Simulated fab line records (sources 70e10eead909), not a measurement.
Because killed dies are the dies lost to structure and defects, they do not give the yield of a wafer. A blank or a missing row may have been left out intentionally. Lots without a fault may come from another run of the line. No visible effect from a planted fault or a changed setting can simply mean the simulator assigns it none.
The tool behind it: which one? | flow nand harc | 69 wafers from 23 lots sampled at 6 of the route's 1302 steps

== WHAT EACH GAUGE READ, for each wafer ==
The record lacks any reading of a measuring or inspecting step that a usual standard deviation could be used to judge.

== WHICH TOOL RAN EACH LOT (tool, then ch and the chambers of the sampled wafers, then the start) ==
lot  | NHARC_A_STAIRCASE_ETCH_169         | NHARC_A_STAIRCASE_TRIM_187         | NHARC_A_STAIRCASE_TRIM_189     | NHARC_A_STAIRCASE_ETCH_190     | NHARC_A_STAIRCASE_ETCH_197     | NHARC_A_STAIRCASE_TRIM_202
L074 | rie diel-04 ch 1,2,3, day 15 16:08 | rie diel-07 ch 0,1,3, day 15 21:42 | rie diel-07 ch 0,1,2, no start | rie diel-07 ch 0,2,3, no start | rie diel-01 ch 0,1, no start   | rie diel-01 ch 0,1, no start
L075 | rie diel-01 ch 0,1, day 16 11:02   | rie diel-01 ch 0,2, day 16 16:32   | rie diel-01 ch 1,2, no start   | rie diel-01 ch 1,2,3, no start | rie diel-07 ch 0,1,2, no start | rie diel-07 ch 1,2,3, no start
L077 | rie diel-07 ch 0,3, day 16 11:11   | rie diel-04 ch 0,1,2, day 16 16:52 | rie diel-04 ch 0,1, no start   | rie diel-04 ch 0,1,2, no start | rie diel-01 ch 0,1,2, no start | rie diel-01 ch 1,3, no start
L076 | rie diel-07 ch 0,1,3, day 16 16:25 | rie diel-07 ch 0,1,2, day 16 22:27 | rie diel-07 ch 0,2,3, no start | rie diel-07 ch 0,1,2, no start | rie diel-04 ch 1,2,3, no start | rie diel-04 ch 0,1,3, no start
L079 | rie diel-01 ch 2,3, day 17 08:23   | rie diel-01 ch 0,1,3, day 17 14:02 | rie diel-01 ch 0,1,2, no start | rie diel-01 ch 1,2, no start   | rie diel-07 ch 1,2,3, no start | rie diel-07 ch 1,3, no start
L078 | rie diel-04 ch 0,2, day 17 08:36   | rie diel-07 ch 0,1, day 17 17:50   | rie diel-07 ch 0,1,2, no start | rie diel-07 ch 0,1,3, no start | rie diel-07 ch 0,1, no start   | rie diel-07 ch 1,2,3, no start
L080 | rie diel-04 ch 1,2,3, day 17 19:26 | rie diel-07 ch 0,2,3, day 18 03:22 | rie diel-07 ch 0,3, no start   | rie diel-07 ch 2,3, no start   | rie diel-07 ch 1,3, no start   | rie diel-07 ch 1,2,3, no start
L081 | rie diel-04 ch 0,3, day 18 04:09   | rie diel-01 ch 0,1, day 18 10:32   | rie diel-01 ch 0,1,2, no start | rie diel-01 ch 1,2, no start   | rie diel-07 ch 2,3, no start   | rie diel-07 ch 1,2, no start
L083 | rie diel-07 ch 0,3, day 19 16:58   | rie diel-04 ch 0,3, day 19 22:29   | rie diel-04 ch 1,2,3, no start | rie diel-04 ch 0,1, no start   | rie diel-04 ch 2,3, no start   | rie diel-04 ch 0,1,2, no start
L082 | rie diel-07 ch 0,1,3, day 20 00:07 | rie diel-01 ch 0,1, day 20 05:47   | rie diel-01 ch 0,1,2, no start | rie diel-01 ch 0,1,2, no start | rie diel-01 ch 0,3, no start   | rie diel-01 ch 0,3, no start
L085 | rie diel-07 ch 0,1,3, day 20 06:23 | rie diel-07 ch 1,2,3, day 20 12:40 | rie diel-07 ch 1,2,3, no start | rie diel-07 ch 1,2,3, no start | rie diel-04 ch 0,2,3, no start | rie diel-04 ch 0,2,3, no start
L084 | rie diel-04 ch 0,1,2, day 20 06:34 | rie diel-01 ch 0,1,3, day 20 12:13 | rie diel-01 ch 0,1,3, no start | rie diel-01 ch 0,1,3, no start | rie diel-01 ch 1,2,3, no start | rie diel-01 ch 0,1,3, no start
L088 | rie diel-01 ch 0,3, day 21 06:35   | rie diel-01 ch 1,2, day 21 12:31   | rie diel-01 ch 2,3, no start   | rie diel-01 ch 1,3, no start   | rie diel-07 ch 1,2, no start   | rie diel-07 ch 1,2,3, no start
L086 | rie diel-07 ch 1,2,3, day 21 06:46 | rie diel-01 ch 2,3, day 21 12:44   | rie diel-01 ch 1,3, no start   | rie diel-01 ch 1,3, no start   | rie diel-04 ch 1,2,3, no start | rie diel-04 ch 0,1,3, no start
L089 | rie diel-04 ch 0,1,2, day 21 20:46 | rie diel-04 ch 0,1,2, day 22 02:27 | rie diel-04 ch 2,3, no start   | rie diel-04 ch 0,2,3, no start | rie diel-07 ch 0,1, no start   | rie diel-07 ch 0,1, no start
L090 | rie diel-01 ch 0,1,3, day 22 14:59 | rie diel-04 ch 1,2,3, day 22 21:33 | rie diel-04 ch 1,3, no start   | rie diel-04 ch 1,2,3, no start | rie diel-01 ch 0,3, no start   | rie diel-01 ch 1,2,3, no start
L091 | rie diel-01 ch 0,1, day 22 15:11   | rie diel-07 ch 2,3, day 22 20:55   | rie diel-07 ch 0,1,3, no start | rie diel-07 ch 0,3, no start   | rie diel-07 ch 0,1,3, no start | rie diel-07 ch 1,2, no start
L092 | rie diel-07 ch 0,2,3, day 23 12:59 | rie diel-04 ch 0,1, day 23 20:11   | rie diel-04 ch 0,1,2, no start | rie diel-04 ch 0,2,3, no start | rie diel-01 ch 1,2,3, no start | rie diel-01 ch 2,3, no start
L094 | rie diel-07 ch 0,1,3, day 24 15:32 | rie diel-04 ch 0,2,3, day 24 21:07 | rie diel-04 ch 0,1,2, no start | rie diel-04 ch 1,2,3, no start | rie diel-04 ch 1,2,3, no start | rie diel-04 ch 1,2,3, no start
L093 | rie diel-07 ch 0,2,3, day 24 15:42 | rie diel-01 ch 0,1,2, day 24 21:38 | rie diel-01 ch 0,1,3, no start | rie diel-01 ch 0,1,2, no start | rie diel-01 ch 0,2,3, no start | rie diel-01 ch 0,1,2, no start
L096 | rie diel-04 ch 1,3, day 24 15:48   | rie diel-07 ch 0,1,3, day 24 21:24 | rie diel-07 ch 0,1,3, no start | rie diel-07 ch 1,2,3, no start | rie diel-04 ch 0,1, no start   | rie diel-04 ch 0,2,3, no start
L095 | rie diel-04 ch 0,1,3, day 24 19:45 | rie diel-07 ch 1,2,3, day 25 04:38 | rie diel-07 ch 0,1,2, no start | rie diel-07 ch 2,3, no start   | rie diel-07 ch 0,1, no start   | rie diel-07 ch 0,3, no start
L097 | rie diel-04 ch 0,2,3, day 25 04:08 | rie diel-04 ch 0,1,2, day 25 09:32 | rie diel-04 ch 0,1, no start   | rie diel-04 ch 0,2,3, no start | rie diel-07 ch 0,1,3, no start | rie diel-07 ch 2,3, no start
- NHARC_A_STAIRCASE_ETCH_169: etches the open film in CH3F/O2, target depth 50 nm, time 107.1 s.
- NHARC_A_STAIRCASE_TRIM_187: chemistry O2, time 211.2 s.
- NHARC_A_STAIRCASE_TRIM_189: chemistry O2, time 211.2 s.
- NHARC_A_STAIRCASE_ETCH_190: etches the open film in C4F8/O2, target depth 100 nm, time 40.5 s.
- NHARC_A_STAIRCASE_ETCH_197: etches the open film in C4F8/O2, target depth 100 nm, time 40.5 s.
- NHARC_A_STAIRCASE_TRIM_202: chemistry O2, time 211.2 s.

== AS READ BY THE TOOLS THEMSELVES (means over the sampled wafers that have a number; for cases with no such wafer, the mark the record gives instead) ==
NHARC_A_STAIRCASE_ETCH_169.
lot  | tool        | drypump motor current A (A) | oes product au (a.u.) | rf vpp V (V) | showerhead plenum p Torr (Torr) | throttle valve pct (%)
L074 | rie diel-04 | 5.7                         | 0.967                 | 243.4        | 2.38                            | 20.664
L075 | rie diel-01 | 5.3                         | 0.967                 | 241.9        | 2.31                            | 20.671
L077 | rie diel-07 | 5.9                         | 0.976                 | 244.3        | 2.44                            | 20.670
L076 | rie diel-07 | 5.8                         | 0.972                 | 243.9        | 2.46                            | 20.667
L079 | rie diel-01 | 5.1                         | 0.966                 | 245.5        | 2.51                            | 20.666
L078 | rie diel-04 | 5.4                         | 0.933                 | 243.9        | 2.37                            | 20.659
L080 | rie diel-04 | 5.7                         | 0.971                 | 243.2        | 2.38                            | 20.658
L081 | rie diel-04 | 6.0                         | 0.974                 | 242.5        | 2.34                            | 20.656
L083 | rie diel-07 | 5.9                         | 0.982                 | 244.1        | 2.43                            | 20.671
L082 | rie diel-07 | 5.8                         | 0.968                 | 243.9        | 2.45                            | 20.663
L085 | rie diel-07 | 5.8                         | 0.972                 | 244.4        | 2.45                            | 20.666
L084 | rie diel-04 | 5.5                         | 0.965                 | 243.0        | 2.40                            | 20.670
L088 | rie diel-01 | 5.3                         | 0.955                 | 244.8        | 2.49                            | 20.651
L086 | rie diel-07 | 5.9                         | 0.978                 | 244.6        | 2.48                            | 20.662
L089 | rie diel-04 | 5.5                         | 0.987                 | 243.6        | 2.39                            | 20.668
L090 | rie diel-01 | 5.3                         | 0.962                 | 245.2        | 2.52                            | 20.666
L091 | rie diel-01 | 5.5                         | 0.942                 | 244.4        | 2.46                            | 20.668
L092 | rie diel-07 | 6.1                         | 0.975                 | 244.4        | 2.45                            | 20.667
L094 | rie diel-07 | 5.8                         | 0.963                 | 244.3        | 2.43                            | 20.666
L093 | rie diel-07 | 6.1                         | 0.945                 | 243.4        | 2.44                            | 20.664
L096 | rie diel-04 | 5.9                         | 0.924                 | 242.7        | 2.39                            | 20.659
L095 | rie diel-04 | 5.8                         | 0.975                 | 242.8        | 2.37                            | 20.655
L097 | rie diel-04 | 5.7                         | 0.976                 | 242.5        | 2.34                            | 20.659

NHARC_A_STAIRCASE_TRIM_187.
lot  | tool        | drypump motor current A (A) | oes product au (a.u.) | rf vpp V (V) | showerhead plenum p Torr (Torr) | throttle valve pct (%)
L074 | rie diel-07 | 5.8                         | 0.997                 | 58.0         | 3.53                            | 17.022
L075 | rie diel-01 | 5.5                         | 0.993                 | 56.9         | 3.47                            | 17.038
L077 | rie diel-04 | 5.5                         | 0.998                 | 57.7         | 3.46                            | 17.037
L076 | rie diel-07 | 6.2                         | 1.012                 | 58.5         | 3.53                            | 17.039
L079 | rie diel-01 | 5.3                         | 1.000                 | 58.2         | 3.64                            | 17.034
L078 | rie diel-07 | 5.9                         | 1.012                 | 57.7         | 3.51                            | 17.047
L080 | rie diel-07 | 6.1                         | 1.005                 | 57.5         | 3.54                            | 17.038
L081 | rie diel-01 | 5.5                         | 0.985                 | 57.7         | 3.55                            | 17.029
L083 | rie diel-04 | 5.7                         | 1.002                 | 56.9         | 3.40                            | 17.046
L082 | rie diel-01 | 5.5                         | 0.993                 | 56.9         | 3.54                            | 17.030
L085 | rie diel-07 | 5.9                         | 0.998                 | 57.9         | 3.56                            | 17.032
L084 | rie diel-01 | 5.3                         | 0.993                 | 58.0         | 3.62                            | 17.039
L088 | rie diel-01 | 5.1                         | 0.996                 | 58.6         | 3.62                            | 17.044
L086 | rie diel-01 | 5.1                         | 1.003                 | 58.3         | 3.57                            | 17.035
L089 | rie diel-04 | 5.5                         | 1.007                 | 57.7         | 3.44                            | 17.041
L090 | rie diel-04 | 5.7                         | 1.003                 | 57.3         | 3.39                            | 17.033
L091 | rie diel-07 | 5.8                         | 1.007                 | 57.1         | 3.57                            | 17.040
L092 | rie diel-04 | 5.6                         | 1.007                 | 57.9         | 3.47                            | 17.039
L094 | rie diel-04 | 5.7                         | 0.997                 | 57.0         | 3.36                            | 17.036
L093 | rie diel-01 | 5.3                         | 0.991                 | 57.7         | 3.56                            | 17.043
L096 | rie diel-07 | 5.8                         | 1.000                 | 58.5         | 3.49                            | 17.026
L095 | rie diel-07 | 5.9                         | 1.007                 | 58.3         | 3.54                            | 17.034
L097 | rie diel-04 | 5.5                         | 1.000                 | 58.3         | 3.43                            | 17.036

NHARC_A_STAIRCASE_TRIM_189.
lot  | tool        | drypump motor current A (A) | oes product au (a.u.) | rf vpp V (V) | showerhead plenum p Torr (Torr) | throttle valve pct (%)
L074 | rie diel-07 | 6.2                         | 1.000                 | 58.1         | 3.53                            | 17.044
L075 | rie diel-01 | 5.1                         | 1.005                 | 57.0         | 3.36                            | 17.037
L077 | rie diel-04 | 5.6                         | 1.003                 | 57.5         | 3.48                            | 17.040
L076 | rie diel-07 | 6.1                         | 1.012                 | 57.7         | 3.54                            | 17.034
L079 | rie diel-01 | 5.3                         | 0.994                 | 58.1         | 3.60                            | 17.030
L078 | rie diel-07 | 6.2                         | 1.005                 | 57.3         | 3.52                            | 17.035
L080 | rie diel-07 | 5.7                         | 1.006                 | 57.7         | 3.54                            | 17.032
L081 | rie diel-01 | 5.3                         | 0.991                 | 57.9         | 3.59                            | 17.034
L083 | rie diel-04 | 5.7                         | 0.999                 | 57.0         | 3.40                            | 17.031
L082 | rie diel-01 | 5.3                         | 0.988                 | 57.0         | 3.58                            | 17.034
L085 | rie diel-07 | 5.9                         | 1.001                 | 57.4         | 3.56                            | 17.038
L084 | rie diel-01 | 5.3                         | 0.992                 | 58.3         | 3.62                            | 17.042
L088 | rie diel-01 | 5.1                         | 1.001                 | 57.3         | 3.57                            | 17.046
L086 | rie diel-01 | 5.1                         | 0.993                 | 58.1         | 3.70                            | 17.033
L089 | rie diel-04 | 5.6                         | 1.005                 | 57.3         | 3.35                            | 17.039
L090 | rie diel-04 | 6.0                         | 1.001                 | 57.3         | 3.37                            | 17.034
L091 | rie diel-07 | 5.8                         | 1.003                 | 57.6         | 3.50                            | 17.031
L092 | rie diel-04 | 5.5                         | 0.992                 | 56.9         | 3.43                            | 17.041
L094 | rie diel-04 | 5.5                         | 1.001                 | 58.0         | 3.43                            | 17.033
L093 | rie diel-01 | 5.3                         | 1.005                 | 57.7         | 3.61                            | 17.042
L096 | rie diel-07 | 5.8                         | 1.000                 | 57.5         | 3.49                            | 17.036
L095 | rie diel-07 | 6.2                         | 1.001                 | 58.5         | 3.49                            | 17.044
L097 | rie diel-04 | 5.6                         | 1.007                 | 57.2         | 3.47                            | 17.026

NHARC_A_STAIRCASE_ETCH_190.
lot  | tool        | oes product au (a.u.) | rf vpp V (V)
L074 | rie diel-07 | 0.947                 | 897
L075 | rie diel-01 | 0.939                 | 895
L077 | rie diel-04 | 0.948                 | 893
L076 | rie diel-07 | 0.946                 | 896
L079 | rie diel-01 | 0.933                 | 903
L078 | rie diel-07 | 0.945                 | 896
L080 | rie diel-07 | 0.949                 | 898
L081 | rie diel-01 | 0.942                 | 903
L083 | rie diel-04 | 0.959                 | 895
L082 | rie diel-01 | 0.941                 | 899
L085 | rie diel-07 | 0.947                 | 898
L084 | rie diel-01 | 0.941                 | 899
L088 | rie diel-01 | 0.938                 | 903
L086 | rie diel-01 | 0.927                 | 903
L089 | rie diel-04 | 0.939                 | 891
L090 | rie diel-04 | 0.937                 | 892
L091 | rie diel-07 | 0.954                 | 894
L092 | rie diel-04 | 0.952                 | 890
L094 | rie diel-04 | 0.943                 | 890
L093 | rie diel-01 | 0.939                 | 898
L096 | rie diel-07 | 0.956                 | 897
L095 | rie diel-07 | 0.941                 | 897
L097 | rie diel-04 | 0.938                 | 890

NHARC_A_STAIRCASE_ETCH_197.
lot  | tool        | oes product au (a.u.) | rf vpp V (V)
L074 | rie diel-01 | 0.963                 | 890
L075 | rie diel-07 | 0.936                 | 895
L077 | rie diel-01 | 0.964                 | 892
L076 | rie diel-04 | 0.973                 | 892
L079 | rie diel-07 | 0.958                 | 897
L078 | rie diel-07 | 0.936                 | 895
L080 | rie diel-07 | 0.946                 | 898
L081 | rie diel-07 | 0.967                 | 898
L083 | rie diel-04 | 0.950                 | 890
L082 | rie diel-01 | 0.937                 | 897
L085 | rie diel-04 | 0.968                 | 890
L084 | rie diel-01 | 0.938                 | 901
L088 | rie diel-07 | 0.970                 | 896
L086 | rie diel-04 | 0.970                 | 891
L089 | rie diel-07 | 0.926                 | 896
L090 | rie diel-01 | 0.951                 | 894
L091 | rie diel-07 | 0.948                 | 895
L092 | rie diel-01 | 0.959                 | 901
L094 | rie diel-04 | 0.942                 | 891
L093 | rie diel-01 | 0.937                 | 896
L096 | rie diel-04 | 0.955                 | 894
L095 | rie diel-07 | 0.945                 | 894
L097 | rie diel-07 | 0.977                 | 895

NHARC_A_STAIRCASE_TRIM_202.
lot  | tool        | drypump motor current A (A) | oes product au (a.u.) | rf vpp V (V) | showerhead plenum p Torr (Torr) | throttle valve pct (%)
L074 | rie diel-01 | 5.5                         | 1.003                 | 57.3         | 3.38                            | 17.037
L075 | rie diel-07 | 5.9                         | 1.004                 | 57.9         | 3.57                            | 17.033
L077 | rie diel-01 | 5.1                         | 1.009                 | 57.4         | 3.40                            | 17.040
L076 | rie diel-04 | 5.8                         | 1.005                 | 57.2         | 3.44                            | 17.034
L079 | rie diel-07 | 5.5                         | 1.004                 | 58.0         | 3.57                            | 17.032
L078 | rie diel-07 | 5.9                         | 0.998                 | 58.5         | 3.57                            | 17.039
L080 | rie diel-07 | 5.9                         | 1.000                 | 58.1         | 3.57                            | 17.042
L081 | rie diel-07 | 6.3                         | 1.003                 | 57.2         | 3.57                            | 17.041
L083 | rie diel-04 | 5.5                         | 0.998                 | 57.1         | 3.44                            | 17.042
L082 | rie diel-01 | 5.6                         | 0.997                 | 57.0         | 3.49                            | 17.036
L085 | rie diel-04 | 5.7                         | 1.003                 | 57.3         | 3.38                            | 17.033
L084 | rie diel-01 | 5.3                         | 0.991                 | 57.9         | 3.62                            | 17.034
L088 | rie diel-07 | 5.9                         | 1.003                 | 58.1         | 3.55                            | 17.040
L086 | rie diel-04 | 5.8                         | 0.998                 | 57.5         | 3.42                            | 17.040
L089 | rie diel-07 | 5.9                         | 0.999                 | 58.2         | 3.49                            | 17.041
L090 | rie diel-01 | 5.1                         | 0.996                 | 58.1         | 3.65                            | 17.042
L091 | rie diel-07 | 6.4                         | 1.009                 | 57.9         | 3.55                            | 17.028
L092 | rie diel-01 | 5.1                         | 1.003                 | 57.2         | 3.60                            | 17.029
L094 | rie diel-04 | 5.7                         | 1.007                 | 58.0         | 3.39                            | 17.037
L093 | rie diel-01 | 5.3                         | 0.995                 | 58.1         | 3.56                            | 17.044
L096 | rie diel-04 | 5.7                         | 0.999                 | 58.1         | 3.36                            | 17.035
L095 | rie diel-07 | 5.6                         | 1.000                 | 57.6         | 3.51                            | 17.036
L097 | rie diel-07 | 6.3                         | 1.003                 | 57.9         | 3.55                            | 17.042

== THE ANSWER, worked out from the rows above alone ==
Rule: usual is defined by the lots themselves. The widest of any qualifying gaps counts: lots, ordered by their means at a reading, are off when they make up no more than a third of the lots, leave a main group of 4 or more, and stand apart from it by 3 or more times the standard deviation of that group's means. Not used: any main group whose means are identical at the precision the tables above print for the reading. Also off: a lot with no number at a reading for which 4 or more lots have one. Where the step has rows for the other lots, those lots are counted as sound. After the gauges, taken in route order, come the tools' own readings; for these a lot's mean is taken, as printed above. At the first step where some lot is off, the reading lying furthest off is the one used; lots without a number count as furthest.
No lot is off at any reading shown: from this, nothing can be told.

== WHAT WAS PUT IN BY THE SIMULATOR ==
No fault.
